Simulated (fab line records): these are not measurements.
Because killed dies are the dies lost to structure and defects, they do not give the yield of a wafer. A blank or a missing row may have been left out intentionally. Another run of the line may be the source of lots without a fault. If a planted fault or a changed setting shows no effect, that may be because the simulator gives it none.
Matching of chambers ; flow n5Finfet ; N5_BEOL_M1_ILD_DEP_00 on pecvd-03: 3 sister chambers
The step deposits SiOC from DEMS/O2, target thk 79 nm, time 15.3 s. 3 wafers are shown with their chamber, then 10 later ones without.

WAFERS, EACH WITH ITS CHAMBER
wafer;chamber;throttleValvePct (%)
L091.5;1;12.7
L093.1;2;12.1
L093.3;0;11.9

WAFERS WITHOUT THEIR CHAMBER
wafer;throttleValvePct (%)
L093.4;12.9
L094.4;12.4
L094.5;11.3
L094.6;12.1
L095.2;11.6
L095.3;12.7
L095.5;12.4
L097.3;12.7
L097.4;11.9
L097.6;12.6

CHAMBER TAKEN BY EACH
wafer;from the rows above;in truth
L093.4;1;1
L094.4;can't be placed: 1 or 2 or 0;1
L094.5;can't be placed: 0 or 2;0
L094.6;can't be placed: 2 or 0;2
L095.2;can't be placed: 0 or 2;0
L095.3;1;1
L095.5;can't be placed: 1 or 2 or 0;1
L097.3;1;1
L097.4;can't be placed: 0 or 2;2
L097.6;can't be placed: 1 or 2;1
Correct placement for 3 of the 10. Unplaceable from these rows: 7, with the true chamber sitting among the candidates in 7. Placed wrongly: 0.
How it was worked out, from the rows above alone: a wafer's distance from a chamber is the root of the sum, over the readings, of the square of ((its reading less the chamber's mean) divided by the reading's scatter). If the next closest chamber is less than 2 further off than the closest, the wafer can't be placed; otherwise it belongs to the closest. The mean given for a chamber averages the wafers shown for that chamber. The scatter: root of mean squared gap, hidden wafer to nearest shown wafer, with one shown wafer a chamber.
